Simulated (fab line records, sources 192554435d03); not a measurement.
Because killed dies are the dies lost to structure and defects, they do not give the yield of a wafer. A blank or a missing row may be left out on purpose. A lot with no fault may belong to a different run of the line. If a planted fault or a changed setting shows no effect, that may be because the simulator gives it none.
A single fault, viewed from 2 desks    flow n5-finfet    numbers are kept per desk, each desk with only its own; the story behind them comes last

== AT THE METROLOGY DESK ==
Lot by lot, what the gauges showed, no matter which tool ran the lot: averages of those sampled wafers that carry a number. A lot is out of limits, marked OUT, if its mean lies more than 4 standard deviations from the usual mean; the brackets give that distance. Readings shown: 7 of its 12, picked as those furthest out on some lot.
Columns: A = DIBL_P at N5_BEOL_M4_RC_MEAS_101, usual 35.9 mV/V; B = IOFF_P at N5_BEOL_M4_RC_MEAS_101, usual 0.21 nA/um; C = SS_N at N5_BEOL_M4_RC_MEAS_101, usual 71.5 mV/dec; D = SS_P at N5_BEOL_M4_RC_MEAS_101, usual 73.2 mV/dec; E = VT_P at N5_BEOL_M4_RC_MEAS_101, usual -250 mV; F = cd-nm at N5_MIM_TOP_LITHO_CD_MEAS_08, usual 2000.6 nm; G = MIM_TOP_OVL at N5_MIM_TOP_LITHO_OVL_MEAS_11, usual -3 nm
lot   first seen here  A     B     C     D     E     F       G
L875  day 7 22:11      37.3  0.20  72.9  73.2  -250  2000.3  -3
L874  day 8 04:01      36.3  0.22  71.6  73.0  -248  2000.2  -6
L876  day 8 10:56      36.5  0.23  71.7  73.5  -247  2002.9  3
L879  day 9 10:22      34.5  0.21  71.1  73.4  -248  2001.5  -2
L881  day 9 17:10      36.0  0.17  71.6  73.6  -256  2000.9  -2
L882  day 9 23:46      35.3  0.16  71.3  72.5  -254  1998.1  -0
L880  day 10 03:01     38.5  0.20  71.0  73.7  -253  2001.8  -2
L886  day 10 20:46     36.4  0.20  71.5  74.2  -250  1998.9  -3
L884  day 10 23:31     35.2  0.21  71.9  73.0  -249  2000.1  -5
L885  day 11 00:23     34.9  0.21  71.5  73.2  -247  2002.5  2
L893  day 12 22:37     37.1  0.22  71.4  73.4  -249  2001.0  -10
This desk's finding: nothing out of limits on any of the 11 lots.

== THE TOOL OWNER'S DESK: rie-diel-05 ==
The tool's own readings at N5_PMOS_HMC_CHANNEL_EPI_HM_OPEN_15 (chemistry CHF3/O2, target SiO2, target depth 40.6 nm, time 20.3 s): means of the sampled wafers that have a number, for each lot that ran on this tool. A lot is out of limits, marked OUT, if its mean lies more than 4 standard deviations from the usual mean; the brackets give that distance.
Columns: A = drypump-motor-current-A at N5_PMOS_HMC_CHANNEL_EPI_HM_OPEN_15, usual 5.60 A; B = oes-product-au at N5_PMOS_HMC_CHANNEL_EPI_HM_OPEN_15, usual 0.76 a.u.; C = rf-vpp-V at N5_PMOS_HMC_CHANNEL_EPI_HM_OPEN_15, usual 525 V; D = showerhead-plenum-p-Torr at N5_PMOS_HMC_CHANNEL_EPI_HM_OPEN_15, usual 2.45 Torr; E = throttle-valve-pct at N5_PMOS_HMC_CHANNEL_EPI_HM_OPEN_15, usual 18.89 %
lot   first seen here  A     B     C    D     E
L875  day 1 23:34      5.88  0.77  527  2.49  18.88
L880  day 3 05:38      5.65  0.82  532  2.48  18.63
L885  day 4 11:30      5.25  0.84  536  2.42  18.48
L893  day 6 11:14      5.56  0.67  528  2.42  18.96
This desk's finding: nothing out of limits on any of the 4 lots.

== TAKEN TOGETHER ==
At the metrology desk, nothing out of limits was observed.
Nothing out of limits was seen by the tool owner's desk.

== WHAT THE SIMULATOR HAD PUT IN ==
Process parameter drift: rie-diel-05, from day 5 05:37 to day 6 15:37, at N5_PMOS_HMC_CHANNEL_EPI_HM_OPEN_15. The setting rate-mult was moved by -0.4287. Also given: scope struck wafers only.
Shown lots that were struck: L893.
